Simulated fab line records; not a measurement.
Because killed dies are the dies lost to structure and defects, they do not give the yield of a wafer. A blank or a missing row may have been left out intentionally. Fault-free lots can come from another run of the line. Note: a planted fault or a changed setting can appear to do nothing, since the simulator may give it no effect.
fab line records ; flow n5Finfet
[record] lots = 6; wafers = 18; lastDay = 18
route steps=1938 shown SDB@348 BEOL_M4@1111 PASSIVATION@1936
lots that met no fault: taken from a fault-free run of the same line
startH: hours from the record's first day to the start of the lot's first wafer shown ; waitH: how many hours have passed since the lot's step before this one ; " same as the row above ; L1.1+2: a single row standing in for several wafers ; - either no value or no given start ; * or withheld: withheld ; < > ~ a bound
route shown NAME@n: a module of which the file shows steps, and the number in the route of the first ; usual: the fault-free wafers' mean and standard deviation ; same: alike in all rows ; chamber/n: place in a boat ; sites: the reading at each site ; _std_site: how widely they spread, as a standard deviation ; _edge_site: inner sites' mean taken away from outer sites' mean ; radiusMm: for every site, how far away it sits from the centre of the wafer ; mask NAME#n: copy n ; behind: tool/chamber where the wafer was last shaped ; hold: cause of the lot's hold/its duration in hours/its outcome ; device: the n, p or np transistor that did not switch ; end of line: the route-end tests of the same wafers ; where a step has no rows: the recipe by itself ; killed: dies lost to structure and defects at the first sort, not the wafer's yield ; map: a wafer's dies, marking killed ones x, the rest . and places with no die _
set.NAME: the setting the step ran with; set.NAME@STEP: the setting that earlier step ran with ; model.NAME: the simulator's own value behind a step, which no gauge read
lots at some steps of the route; a table a step, a row a wafer
services: a tool's chamber out of use, with start hour (startH, from the record's first day; less than 0 if before it), hours out, and reason
[[steps]]
[step N5_SDB_COAT_03]
[recipe] resist = SOC; tempC = 250; timeS = 60; spinRpm = 1500; resistThkNm = 100
[step N5_SDB_COAT_04]
[recipe] resist = SiARC; tempC = 220; timeS = 60; spinRpm = 1500; resistThkNm = 18
[step N5_SDB_COAT_05]
[recipe] resist = CAR-ArF; spinRpm = 1500; resistThkNm = 90
[step N5_SDB_EBR_07]
[recipe] solvent = PGMEA; ebrWidthMm = 1.5
[step N5_SDB_SOFTBAKE_06]
[recipe] tempC = 110; timeS = 60; resist = CAR-ArF
[step N5_SDB_EXPOSE_08]
[recipe] maskId = SDB; na = 1.35; sourceShape = conventional; sigmaOuter = 0.5; polarization = unpolarized; doseMj = 49.6
[step N5_SDB_PEB_09]
[recipe] pebTempC = withheld; pebTimeS = 60; resist = CAR-ArF
[step N5_SDB_DEVELOP_10]
[recipe] developTimeS = 30; developer = TMAH; resist = CAR-ArF; rinseLiquid = diw; dry = airSpin; devTempC = 23
[step N5_SDB_CD_MEAS_11]
[recipe] targetCdNm = 50; landingEnergyEv = 500; detector = seInlens; polarity = opening
[usual] cdNm = 50.1/1.1
lot.wafer;tool;chamber;startH;waitH;cdNm
L285.1;cdSem-01;0;68.10;-;49.4
L285.3;cdSem-01;0;68.10;-;50.3
L285.4;cdSem-01;0;68.10;-;48.1
L288.2;cdSem-02;0;82.88;-;50.2
L288.4;cdSem-02;0;82.88;-;48.7
L288.5;cdSem-02;0;82.88;-;49.6
L303.1;cdSem-01;0;173.06;-;48.3
L303.3;cdSem-01;0;173.06;-;50.5
L303.6;cdSem-01;0;173.06;-;48.2
L304.1;cdSem-02;0;179.24;-;51.1
L304.5;cdSem-02;0;179.24;-;49.3
L304.6;cdSem-02;0;179.24;-;48.2
L307.1;cdSem-01;0;198.18;-;49.6
L307.4;cdSem-01;0;198.18;-;50.7
L307.6;cdSem-01;0;198.18;-;51.3
L308.2;cdSem-01;0;204.74;-;49.5
L308.3;cdSem-01;0;204.74;-;48.4
L308.6;cdSem-01;0;204.74;-;49.3
[step N5_SDB_OVL_MEAS_12]
[recipe] pointsPerWafer = 44
[usual] SDB_OVL = 0.1/0.77
lot.wafer;tool;chamber;startH;waitH;SDB_OVL[nm]
L285.1;overlay-02;0;68.14;0.0;0.3
L285.3;overlay-02;0;68.14;0.0;1.0
L285.4;overlay-02;0;68.14;0.0;0.9
L288.2;overlay-02;0;82.91;0.0;0.8
L288.4;overlay-02;0;82.91;0.0;0.2
L288.5;overlay-02;0;82.91;0.0;1.1
L303.1;overlay-01;0;173.09;0.0;-0.1
L303.3;overlay-01;0;173.09;0.0;0.4
L303.6;overlay-01;0;173.09;0.0;1.6
L304.1;overlay-02;0;179.27;0.0;0.1
L304.5;overlay-02;0;179.27;0.0;-1.1
L304.6;overlay-02;0;179.27;0.0;-0.8
L307.1;overlay-02;0;198.21;0.0;-1.1
L307.4;overlay-02;0;198.21;0.0;-0.3
L307.6;overlay-02;0;198.21;0.0;-0.6
L308.2;overlay-02;0;204.77;0.0;1.1
L308.3;overlay-02;0;204.77;0.0;1.3
L308.6;overlay-02;0;204.77;0.0;1.3
[step N5_SDB_INSPECT_13]
[recipe] mode = adi; inspectInstrument = brightfield
[usual] rawDefectCount = 82/33
lot.wafer;tool;chamber;startH;waitH;rawDefectCount
L285.1;defectInspect-02;-;68.16;0.0;57
L285.3;defectInspect-02;-;68.16;0.0;68
L285.4;defectInspect-02;-;68.16;0.0;140
L288.2;defectInspect-02;-;82.93;0.0;59
L288.4;defectInspect-02;-;82.93;0.0;49
L288.5;defectInspect-02;-;82.93;0.0;65
L303.1;defectInspect-02;-;173.12;0.0;67
L303.3;defectInspect-02;-;173.12;0.0;71
L303.6;defectInspect-02;-;173.12;0.0;60
L304.1;defectInspect-01;-;179.29;0.0;109
L304.5;defectInspect-01;-;179.29;0.0;127
L304.6;defectInspect-01;-;179.29;0.0;104
L307.1;defectInspect-02;-;198.23;0.0;120
L307.4;defectInspect-02;-;198.23;0.0;66
L307.6;defectInspect-02;-;198.23;0.0;78
L308.2;defectInspect-02;-;204.79;0.0;102
L308.3;defectInspect-02;-;204.79;0.0;180
L308.6;defectInspect-02;-;204.79;0.0;121
[step N5_SDB_DESCUM_16]
[recipe] chemistry = O2; timeS = 7.9; sourcePowerW = 50; biasPowerW = 20; pressureMtorr = 20; rfFrequencyHz = 2.712e+07; tempC = 40; resist = CAR-ArF; o2FlowSccm = 225
[usual] drypumpMotorCurrentA = 5.8/0.61; oesProductAu = 0.77/0.075; rfVppV = 242.7/1.3; showerheadPlenumPTorr = 2.07/0.068; throttleValvePct = 20.40/0.2
lot.wafer;tool;chamber;startH;waitH;drypumpMotorCurrentA;oesProductAu;rfHoursCounterH;rfVppV;showerheadPlenumPTorr;throttleValvePct
L285.1;rieDiel-05;2;68.38;0.2;5.6;0.82;102;242.9;2.12;20.40
L285.3;rieDiel-05;0;68.38;0.2;5.3;0.70;186;243.6;2.18;20.51
L285.4;rieDiel-05;3;68.38;0.2;6.7;0.75;165;242.4;1.99;20.51
L288.2;rieDiel-01;0;82.97;0.0;6.2;0.70;224;240.6;1.98;20.21
L288.4;rieDiel-01;1;82.97;0.0;5.3;0.75;140;243.8;2.08;20.56
L288.5;rieDiel-01;0;82.97;0.0;6.2;0.69;-;241.2;1.98;20.22
L303.1;rieDiel-01;2;173.15;0.0;6.7;0.76;165;244.4;2.11;20.45
L303.3;rieDiel-01;3;173.15;0.0;5.9;0.68;256;243.8;2.13;20.34
L303.6;rieDiel-01;3;173.15;0.0;5.9;0.69;-;244.2;2.13;20.33
L304.1;rieDiel-01;3;179.58;0.3;5.9;0.68;258;243.7;2.13;20.35
L304.5;rieDiel-01;1;179.58;0.3;5.2;0.72;-;242.4;2.07;20.63
L304.6;rieDiel-01;0;179.58;0.3;6.2;1.01;-;245.8;2.23;19.91
L307.1;rieDiel-06;0;198.30;0.1;6.4;0.72;169;242.9;2.01;20.69
L307.4;rieDiel-06;1;198.30;0.1;5.8;0.97;2;245.1;2.15;20.16
L307.6;rieDiel-06;1;198.30;0.1;5.8;0.97;-;242.5;2.15;20.15
L308.2;rieDiel-06;3;204.83;0.0;4.8;0.75;145;243.2;2.00;20.30
L308.3;rieDiel-06;2;204.83;0.0;5.3;0.83;76;244.4;2.02;20.05
L308.6;rieDiel-06;3;204.83;0.0;4.8;0.76;-;242.4;2.00;20.29
[step N5_SDB_ETCH_17]
[recipe] chemistry = CF4; target = SiARC; targetDepthA = 234; maskMaterial = CAR-ArF; timeS = 39; ionEnergyEv = 80; pressureMtorr = 40; sourceW = 545; biasW = 36; Ar_flow_sccm = 100; cf4FlowSccm = 100; ends = cleared
[usual] drypumpMotorCurrentA = 5.8/0.61; etchRfOnTimeS = 39.1/0.98; oesProductAu = 0.66/0.064; rfVppV = 183.7/1.2; showerheadPlenumPTorr = 2.12/0.062; throttleValvePct = 15.58/0.19
lot.wafer;tool;chamber;startH;waitH;drypumpMotorCurrentA;etchRfOnTimeS;oesProductAu;rfHoursCounterH;rfVppV;showerheadPlenumPTorr;throttleValvePct
L285.1;rieDiel-05;2;68.41;0.0;5.6;38.9;0.69;102;184.1;2.16;15.53
L285.3;rieDiel-05;0;68.41;0.0;5.3;39.8;0.60;186;185.7;2.21;15.64
L285.4;rieDiel-05;3;68.41;0.0;6.7;39.2;0.64;165;183.0;2.05;15.73
L288.2;rieDiel-01;0;83.00;0.0;6.2;39.3;0.60;224;181.1;2.03;15.49
L288.4;rieDiel-01;1;83.00;0.0;5.3;39.6;0.65;140;183.4;2.13;15.78
L288.5;rieDiel-01;0;83.00;0.0;6.2;39.5;0.60;-;182.9;2.03;15.50
L303.1;rieDiel-01;2;173.18;0.0;6.7;39.5;0.65;165;184.6;2.14;15.58
L303.3;rieDiel-01;3;173.18;0.0;5.9;27.8;0.71;256;183.4;2.18;15.72
L303.6;rieDiel-01;3;173.18;0.0;5.9;27.8;0.71;-;185.9;2.18;15.71
L304.1;rieDiel-01;3;179.62;0.0;5.9;38.8;0.58;258;185.1;2.18;15.70
L304.5;rieDiel-01;1;179.62;0.0;5.3;39.0;0.63;-;185.0;2.12;15.83
L304.6;rieDiel-01;0;179.62;0.0;6.2;27.6;1.05;-;184.8;2.27;15.07
L307.1;rieDiel-06;0;198.33;0.0;6.4;39.2;0.62;169;182.9;2.06;15.81
L307.4;rieDiel-06;1;198.33;0.0;5.8;40.1;0.81;2;185.0;2.18;15.19
L307.6;rieDiel-06;1;198.33;0.0;5.8;39.7;0.81;-;184.6;2.18;15.20
L308.2;rieDiel-06;3;204.86;0.0;4.8;38.6;0.65;145;182.4;2.05;15.51
L308.3;rieDiel-06;2;204.86;0.0;5.3;39.7;0.70;76;183.5;2.07;15.27
L308.6;rieDiel-06;3;204.86;0.0;4.8;38.4;0.66;-;182.8;2.05;15.51
[step N5_SDB_ETCH_18]
[recipe] chemistry = N2/H2; target = SOC; targetDepthA = 1000; overetchA = 200; maskMaterial = SiARC; tempC = 40; timeS = 150; ionEnergyEv = 200; pressureMtorr = 30; sourceW = 840; biasW = 150; n2FlowSccm = 200; h2FlowSccm = 200
[usual] drypumpMotorCurrentA = 5.8/0.61; oesProductAu = 0.69/0.063; rfVppV = 523.1/2.4; showerheadPlenumPTorr = 2.52/0.079; throttleValvePct = 17.85/0.16
lot.wafer;tool;chamber;startH;waitH;drypumpMotorCurrentA;oesProductAu;rfHoursCounterH;rfVppV;showerheadPlenumPTorr;throttleValvePct
L285.1;rieDiel-05;2;68.45;0.0;5.6;0.73;102;524.5;2.55;17.64
L285.3;rieDiel-05;0;68.45;0.0;5.3;0.64;186;525.7;2.65;17.94
L285.4;rieDiel-05;3;68.45;0.0;6.7;0.68;165;521.5;2.43;17.99
L288.2;rieDiel-01;0;83.04;0.0;6.2;0.63;224;521.1;2.42;17.88
L288.4;rieDiel-01;1;83.04;0.0;5.3;0.68;140;523.3;2.54;17.99
L288.5;rieDiel-01;0;83.04;0.0;6.2;0.62;-;520.9;2.42;17.87
L303.1;rieDiel-01;2;173.22;0.0;6.7;0.69;165;525.1;2.54;17.79
L303.3;rieDiel-01;3;173.22;0.0;5.9;0.61;256;525.4;2.60;17.82
L303.6;rieDiel-01;3;173.22;0.0;5.9;0.61;-;525.0;2.60;17.82
L304.1;rieDiel-01;3;179.65;0.0;5.9;0.61;258;525.9;2.60;17.81
L304.5;rieDiel-01;1;179.65;0.0;5.2;0.66;-;523.7;2.53;18.03
L304.6;rieDiel-01;0;179.65;0.0;6.2;0.90;-;528.7;2.73;17.52
L307.1;rieDiel-06;0;198.37;0.0;6.4;0.66;169;520.7;2.44;17.98
L307.4;rieDiel-06;1;198.37;0.0;5.8;0.86;2;523.9;2.62;17.59
L307.6;rieDiel-06;1;198.37;0.0;5.8;0.87;-;525.6;2.62;17.60
L308.2;rieDiel-06;3;204.90;0.0;4.8;0.68;146;522.0;2.45;17.86
L308.3;rieDiel-06;2;204.90;0.0;5.3;0.74;76;523.7;2.47;17.59
L308.6;rieDiel-06;3;204.90;0.0;4.8;0.68;-;520.2;2.45;17.88
[step N5_BEOL_M4_RC_MEAS_101]
[usual] DIBL_N = 36.5/2; DIBL_P = 36.5/2.3; IOFF_N = 0.16/0.036; IOFF_P = 0.21/0.037; ION_N = 672/12; ION_P = 459/7.1; SS_N = 71.6/0.73; SS_P = 73.4/0.76; VT_N = 250/3.3; VT_P = -250.5/2.9
lot.wafer;tool;chamber;startH;waitH;DIBL_N[mV/V];DIBL_P[mV/V];IOFF_N[nA/um];IOFF_P[nA/um];ION_N[uA/um];ION_P[uA/um];SS_N[mV/dec];SS_P[mV/dec];VT_N[mV];VT_P[mV]
L285.1;prober-02;0;182.83;0.0;35.1;37.7;0.16;0.20;665;452;71.8;73.7;248;-250.1
L285.3;prober-02;0;182.83;0.0;33.9;36.1;0.14;0.18;664;460;71.1;72.6;253;-250.9
L285.4;prober-02;0;182.83;0.0;35.2;38.1;0.16;0.21;676;458;71.1;73.9;250;-250.3
L288.2;prober-02;0;189.71;0.2;34.5;35.7;0.14;0.19;671;462;71.2;72.8;248;-252.2
L288.4;prober-02;0;189.71;0.2;37.3;37.8;0.19;0.23;679;462;71.5;73.9;247;-248.4
L288.5;prober-02;0;189.71;0.2;36.9;37.8;0.18;0.22;683;468;71.5;74.7;247;-248.9
L303.1;prober-02;0;274.13;0.0;34.9;33.7;0.13;0.20;664;466;71.1;72.7;253;-248.9
L303.3;prober-02;0;274.13;0.0;37.1;35.2;0.15;0.22;654;449;71.9;72.9;255;-250.1
L303.6;prober-02;0;274.13;0.0;36.9;36.0;0.16;0.24;681;473;71.1;73.3;250;-245.5
L304.1;prober-02;0;296.59;0.0;35.8;37.0;0.17;0.20;682;463;71.3;73.9;250;-251.0
L304.5;prober-02;0;296.59;0.0;35.6;37.3;0.17;0.21;678;469;71.5;73.3;248;-248.7
L304.6;prober-02;0;296.59;0.0;33.9;34.6;0.13;0.17;667;456;71.1;73.0;252;-255.2
L307.1;prober-01;0;309.25;0.0;37.3;40.0;0.21;0.28;689;471;71.6;74.9;245;-244.4
L307.4;prober-01;0;309.25;0.0;38.8;39.3;0.26;0.27;668;460;73.0;74.5;246;-246.3
L307.6;prober-01;0;309.25;0.0;36.9;38.2;0.20;0.26;683;466;71.9;73.5;247;-247.0
L308.2;prober-01;0;332.22;0.2;41.1;42.9;0.27;0.25;704;461;72.7;75.0;245;-252.2
L308.3;prober-01;0;332.22;0.2;35.5;37.8;0.14;0.19;664;454;71.2;73.7;253;-253.2
L308.6;prober-01;0;332.22;0.2;36.7;38.2;0.16;0.19;677;455;71.6;74.5;251;-254.5
[step N5_PASSIVATION_PROBE_49]
[usual] defectLimitedYield = 91.4/1.4; killed_at_M0_to_M3 = 33/11; killed_at_M4_up = 13/5.3; killedAtContacts = 13/6.1; killedAtFrontEnd = 40/11; killedAtOther = 2.9/2.7; killedDies = 102/17; killedOnRim = 14/4.2; killedOpen = 68/13; killedShort = 32/7.5; sort_bin_4_leakage = 0.00/0.022; sort_bin_5_function = 5.1/0.98; sort_bin_6_memory = 3.2/0.69; sortNPass = 1077/21; sortYieldPct = 91.3/1.7
[same] grossDies = 1180; killedAtBackSide = 0; sort_bin_8_speed[%] = 0
lot.wafer;tool;chamber;startH;waitH;defectLimitedYield[%];killed_at_M0_to_M3;killed_at_M4_up;killedAtContacts;killedAtFrontEnd;killedAtOther;killedDies;killedOnRim;killedOpen;killedShort;sort_bin_4_leakage[%];sort_bin_5_function[%];sort_bin_6_memory[%];sortNPass;sortYieldPct[%]
L285.1;prober-01;-;296.79;0.0;92.5;32;12;9;33;2;88;13;49;38;0;4.4;2.9;1092;92.5
L285.3;prober-01;-;296.89;0.1;91.3;33;6;14;49;1;103;12;64;35;0;5.2;3.0;1077;91.3
L285.4;prober-01;-;296.94;0.2;91.9;29;14;15;37;1;96;4;65;30;0;5.5;2.3;1084;91.9
L288.2;prober-02;-;321.72;0.1;91.4;32;18;10;38;3;101;17;71;27;0;4.9;3.2;1079;91.4
L288.4;prober-02;-;321.82;0.2;89.9;34;14;14;52;5;119;15;82;35;0;5.3;4.2;1061;89.9
L288.5;prober-02;-;321.87;0.2;90.3;36;9;16;51;3;115;12;84;29;0;6.5;2.9;1065;90.3
L303.1;prober-02;-;395.48;0.0;88.9;33;15;23;59;1;131;14;77;53;0;7.0;3.7;1049;88.9
L303.3;prober-02;-;395.58;0.1;92.5;13;15;9;51;1;89;19;54;31;0;4.8;2.5;1091;92.5
L303.6;prober-02;-;395.73;0.3;90.8;21;10;21;56;0;108;11;64;41;0;4.7;4.0;1072;90.8
L304.1;prober-01;-;414.89;0.0;90.0;63;11;9;31;4;118;11;78;39;0;6.6;3.1;1062;90.0
L304.5;prober-01;-;415.09;0.2;91.7;29;16;5;47;1;98;11;66;31;0;4.7;3.6;1082;91.7
L304.6;prober-01;-;415.14;0.3;94.4;15;12;10;28;1;66;12;43;22;0;3.9;1.4;1114;94.4
L307.1;prober-02;-;419.58;0.0;91.0;13;24;9;51;9;106;18;76;29;0;5.6;3.1;1074;91.0
L307.4;prober-02;-;419.73;0.2;91.1;24;21;11;43;6;105;18;62;40;0;4.7;3.6;1075;91.1
L307.6;prober-02;-;419.83;0.3;90.9;29;22;9;43;4;107;14;76;29;0;5.8;3.1;1073;90.9
// killed by level:class
L285.1 BEOL_M0_SAQP:geometricParticle:short=14 FIN_SAQP:geometricParticle:short=10 BEOL_M2:geometricParticle:open=10 MOL_CONTACT_COAG:geometricParticle:open=7 FIN_SAQP:geometricParticle:open=6 BEOL_M4:geometricParticle:open=5 DUMMY_GATE:geometricParticle:open=4 GATE_CUT:geometricParticle:short=4
L285.3 FIN_SAQP:geometricParticle:short=16 FIN_SAQP:geometricParticle:open=16 MOL_CONTACT_COAG:geometricParticle:open=13 BEOL_M3:geometricParticle:open=7 BEOL_M2:geometricParticle:open=5 BEOL_M3:geometricParticle:short=4 BEOL_M0_SAQP:geometricParticle:open=4 BEOL_M0:geometricParticle:open=4
L285.4 MOL_CONTACT_COAG:geometricParticle:open=13 FIN_SAQP:geometricParticle:open=10 FIN_SAQP:geometricParticle:short=8 BEOL_M2:geometricParticle:open=8 BEOL_M0_SAQP:geometricParticle:short=7 BEOL_M4:geometricParticle:open=5 GATE_CUT:geometricParticle:open=4 BEOL_M0_SAQP:geometricParticle:open=4
L288.2 STI_FIN_REVEAL:geometricParticle:open=12 MOL_CONTACT_COAG:geometricParticle:open=9 BEOL_M0:geometricParticle:open=8 BEOL_M8:geometricParticle:open=8 STARTING-WAFER:geometricParticle:short=6 FIN_SAQP:geometricParticle:open=5 GATE_CUT:geometricParticle:short=5 BEOL_M0_SAQP:geometricParticle:short=5
L288.4 FIN_SAQP:geometricParticle:open=15 MOL_CONTACT_COAG:geometricParticle:open=13 FIN_SAQP:geometricParticle:short=11 STI_FIN_REVEAL:geometricParticle:open=11 BEOL_M1:geometricParticle:open=8 BEOL_M2:geometricParticle:open=7 GATE_CUT:geometricParticle:short=6 BEOL_M4:geometricParticle:open=6
L288.5 FIN_SAQP:geometricParticle:open=15 MOL_CONTACT_COAG:geometricParticle:open=13 STI_FIN_REVEAL:geometricParticle:open=12 BEOL_M2:geometricParticle:open=12 FIN_SAQP:geometricParticle:short=7 BEOL_M0:geometricParticle:open=5 BEOL_M1:geometricParticle:open=5 GATE_CUT:geometricParticle:open=4
L303.1 FIN_SAQP:geometricParticle:short=15 MOL_CONTACT_COAG:geometricParticle:open=13 BEOL_M0_SAQP:geometricParticle:short=11 GATE_CUT:geometricParticle:short=10 MOL_CONTACT_COAG:geometricParticle:short=9 BEOL_M4:geometricParticle:open=9 BEOL_M0_SAQP:geometricParticle:open=8 BEOL_M3:geometricParticle:open=8
L303.3 STI_FIN_REVEAL:geometricParticle:open=11 BEOL_M4:geometricParticle:open=9 FIN_SAQP:geometricParticle:open=8 GATE_CUT:geometricParticle:short=6 FIN_SAQP:geometricParticle:short=5 STARTING-WAFER:geometricParticle:short=5 MOL_CONTACT_COAG:geometricParticle:open=5 STI_FIN_REVEAL:geometricParticle:short=4
L303.6 STI_FIN_REVEAL:geometricParticle:open=18 FIN_SAQP:geometricParticle:short=15 MOL_CONTACT_COAG:geometricParticle:open=13 FIN_SAQP:geometricParticle:open=8 MOL_CONTACT_COAG:geometricParticle:short=7 BEOL_M1:geometricParticle:open=7 BEOL_M3:geometricParticle:open=5 BEOL_M4:geometricParticle:open=5
L304.1 BEOL_M0_SAQP:geometricParticle:open=15 BEOL_M1:geometricParticle:open=14 BEOL_M2:geometricParticle:open=13 BEOL_M0_SAQP:geometricParticle:short=11 MOL_CONTACT_COAG:geometricParticle:open=7 FIN_SAQP:geometricParticle:open=6 FIN_SAQP:geometricParticle:short=5 GATE_CUT:geometricParticle:short=5
L304.5 FIN_SAQP:geometricParticle:open=22 BEOL_M4:geometricParticle:open=10 BEOL_M0_SAQP:geometricParticle:short=9 BEOL_M0_SAQP:geometricParticle:open=7 GATE_CUT:geometricParticle:open=6 FIN_SAQP:geometricParticle:short=4 MOL_CONTACT_COAG:geometricParticle:open=4 STARTING-WAFER:geometricParticle:short=4
L304.6 MOL_CONTACT_COAG:geometricParticle:open=10 FIN_SAQP:geometricParticle:open=5 STI_FIN_REVEAL:geometricParticle:open=5 BEOL_M2:geometricParticle:open=4 STI_FIN_REVEAL:geometricParticle:short=3 ILD0:geometricParticle:short=3 GATE_CUT:geometricParticle:short=3 BEOL_M0_SAQP:geometricParticle:short=3
L307.1 STI_FIN_REVEAL:geometricParticle:open=15 BEOL_M4:geometricParticle:open=14 FIN_SAQP:geometricParticle:open=13 FIN_SAQP:geometricParticle:short=10 MOL_CONTACT_COAG:geometricParticle:open=7 STARTING-WAFER:geometricParticle:open=5 BEOL_M0:geometricParticle:open=4 BEOL_M3:geometricParticle:open=4
L307.4 FIN_SAQP:geometricParticle:open=10 FIN_SAQP:geometricParticle:short=10 GATE_CUT:geometricParticle:short=8 BEOL_M0_SAQP:geometricParticle:open=7 MOL_CONTACT_COAG:geometricParticle:short=6 BEOL_M0:geometricParticle:open=6 BEOL_M4:geometricParticle:open=6 MOL_CONTACT_COAG:geometricParticle:open=5
L307.6 FIN_SAQP:geometricParticle:open=12 FIN_SAQP:geometricParticle:short=10 BEOL_M4:geometricParticle:open=10 MOL_CONTACT_COAG:geometricParticle:open=8 BEOL_M1:geometricParticle:open=7 BEOL_M0:geometricParticle:open=6 GATE_CUT:geometricParticle:short=5 STI_FIN_REVEAL:geometricParticle:open=5
[[services]]
tool;chamber;startH;hours;kind
rieDiel-01;1;47.72;5.8;repair
rieDiel-06;3;48.71;11.7;repair
rieDiel-06;-;52.18;15.6;pm
rieDiel-06;1;78.17;4.5;repair
rieDiel-05;-;88.48;0.2;repair
rieDiel-05;2;106.14;16.1;repair
rieDiel-05;1;116.27;3.7;repair
rieDiel-06;2;128.59;2.3;repair
rieDiel-01;0;153.21;-;clean
rieDiel-01;0;153.21;-;consumableReplace:focusRing
rieDiel-01;0;153.21;-;consumableReplace:showerhead
rieDiel-01;0;153.21;21.3;scheduledDown
rieDiel-01;0;153.21;21.3;ventCycle
rieDiel-05;0;156.68;4.6;repair
rieDiel-06;1;173.05;-;clean
rieDiel-06;1;173.05;-;consumableReplace:focusRing
rieDiel-06;0;176.57;2.9;repair
rieDiel-01;3;183.44;7.2;repair
rieDiel-01;3;190.78;-;clean
rieDiel-01;3;190.78;-;consumableReplace:esc
rieDiel-01;3;190.78;-;consumableReplace:focusRing
rieDiel-01;3;190.78;31.4;scheduledDown
rieDiel-01;3;190.78;31.4;ventCycle
rieDiel-06;1;199.25;14.5;repair
[[key]]
[firstSign] step = N5_SDB_ETCH_17; reading = etchRfOnTimeS; direction = down; sigmas = 12; usual = *; struck = *
[effect] step = N5_SDB_ETCH_17; reading = oesProductAu; direction = up; sigmas = 2.6; usual = 0.66; struck = 0.83; wafersMoved = 1
metAt N5_SDB_ETCH_17
struckWafers L303.3,L303.6,L304.6
onsetBetween 83.00 173.18
[fault] kind = processParameterDrift; tool = rieDiel-01; chamber = -; onsetH = 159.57; steps = N5_SDB_ETCH_17; channel = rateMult; offset = 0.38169; shape = step; endH = 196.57; scope = struckWafersOnly
